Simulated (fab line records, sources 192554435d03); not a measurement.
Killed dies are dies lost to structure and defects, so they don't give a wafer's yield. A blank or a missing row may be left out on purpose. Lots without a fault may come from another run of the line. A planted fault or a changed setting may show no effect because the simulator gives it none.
Split-lot experiment | flow n5_finfet | 7 lots, 21 wafers read, on a route of 1938 steps

THE SPLIT
At N5_BEOL_M1_COAT_05 (resist thk 30 nm), the setting spin_rpm was moved away from the recipe's 1500 rpm on 10 of the 21 wafers read, by -4.7% to +9.7%. The other wafers ran this setting at the recipe's value.

FROM THE SPLIT TO THE READING: what the file shows between them, 2 steps
- N5_BEOL_M1_EBR_07
- N5_BEOL_M1_SOFTBAKE_06: time 60 s

THE READING
CAR-EUV_of_BEOL_M1_COAT_05.thk_nm (the simulator's own value, which no gauge read), in nm, at N5_BEOL_M1_DESCUM_16 (chemistry O2, time 7 s). The file gives no usual value for it. The 11 wafers here that ran the recipe average 26.0 nm, standard deviation 0.085 nm.

wafer  | tool, chamber at the split | spin_rpm as run, rpm | against the recipe | CAR-EUV_of_BEOL_M1_COAT_05.thk_nm, nm | against lot-mates on the recipe
L076.2 | litho_track-03, 0          | 1500                 | recipe             | 26.2                                  | -
L076.4 | litho_track-03, 0          | 1429                 | -4.7%              | 27                                    | +0.8
L076.5 | litho_track-03, 0          | 1429                 | -4.7%              | 27                                    | +0.8
L078.1 | litho_track-02, 0          | 1500                 | recipe             | 26                                    | -
L078.3 | litho_track-02, 0          | 1500                 | recipe             | 26                                    | -
L078.4 | litho_track-02, 0          | 1500                 | recipe             | 26                                    | -
L083.1 | litho_track-04, 0          | 1446                 | -3.6%              | 26.4                                  | +0.4
L083.5 | litho_track-04, 0          | 1446                 | -3.6%              | 26.4                                  | +0.4
L083.6 | litho_track-04, 0          | 1500                 | recipe             | 26                                    | -
L090.4 | litho_track-02, 0          | 1646                 | +9.7%              | 24.6                                  | -1.2
L090.5 | litho_track-02, 0          | 1646                 | +9.7%              | 24.6                                  | -1.2
L090.6 | litho_track-02, 0          | 1500                 | recipe             | 25.8                                  | -
L093.1 | litho_track-04, 0          | 1500                 | recipe             | 26                                    | -
L093.2 | litho_track-04, 0          | 1500                 | recipe             | 26                                    | -
L093.3 | litho_track-04, 0          | 1500                 | recipe             | 26                                    | -
L092.1 | litho_track-04, 0          | 1500                 | recipe             | 26                                    | -
L092.3 | litho_track-04, 0          | 1611                 | +7.4%              | 25                                    | -1.0
L092.6 | litho_track-04, 0          | 1611                 | +7.4%              | 25                                    | -1.0
L097.3 | litho_track-03, 0          | 1500                 | recipe             | 26                                    | -
L097.4 | litho_track-03, 0          | 1546                 | +3.1%              | 25.6                                  | -0.4
L097.5 | litho_track-03, 0          | 1546                 | +3.1%              | 25.6                                  | -0.4

THE FIT
A straight line over all 21 wafers: CAR-EUV_of_BEOL_M1_COAT_05.thk_nm changes by -0.148 nm for each +1% of spin_rpm; r = -0.98; the points scatter about the line by 0.13 nm.
The same after taking each lot's own level away (the mean of its wafers on the recipe; 21 wafers): -0.132 nm for each +1%; r = -0.99; scatter 0.066 nm.
On that fit, the largest move of spin_rpm shifts the reading by 1.3 nm.
The lots' own levels span 25.80 to 26.20 nm, that is 4.7 times the standard deviation above.
So the lot-to-lot level changes the slope: the two fits differ.
Check: with one of the wafers moved furthest among these (+9.7%) left out of the fit, the line predicts -1.3 nm for it against its lot-mates. It came out at -1.2 nm against them.

OTHER SPLITS ON THESE WAFERS
These wafers also went through other splits before the reading. Each is held against what the fit with the lots' levels taken away leaves over:
other split on the same wafers            | wafers away from the commonest value | r with CAR-EUV_of_BEOL_M1_COAT_05.thk_nm (lot level and that fit taken away)
N5_BEOL_M0_SAQP_ETCH_107 bias_w           | 9                                    | +0.32
N5_BEOL_M0_CUTY_DESCUM_61 time_s          | 10                                   | +0.48
N5_BEOL_M0_TRENCH_ETCH_107 target_depth_a | 6                                    | -0.23
N5_BEOL_M1_PECVD_72 time_s                | 5                                    | -0.37

THE WHOLE CHAIN: every reading that the file lists as answering this split, in the file's order
step                 | what it does           | reading                                                                            | change (the file's fit)               | r (the file's)
N5_BEOL_M1_COAT_05   | resist thk 30 nm       | CAR-EUV_of_BEOL_M1_COAT_05.thk_nm (the simulator's own value, which no gauge read) | -0.14 nm for each +1% of the setting  | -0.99
N5_BEOL_M1_DESCUM_16 | chemistry O2, time 7 s | CAR-EUV_of_BEOL_M1_COAT_05.thk_nm (the simulator's own value, which no gauge read) | -0.131 nm for each +1% of the setting | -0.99

THE FILE'S OWN FIT
CAR-EUV_of_BEOL_M1_COAT_05.thk_nm changes by -0.131 nm for each +1% of spin_rpm, r = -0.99.
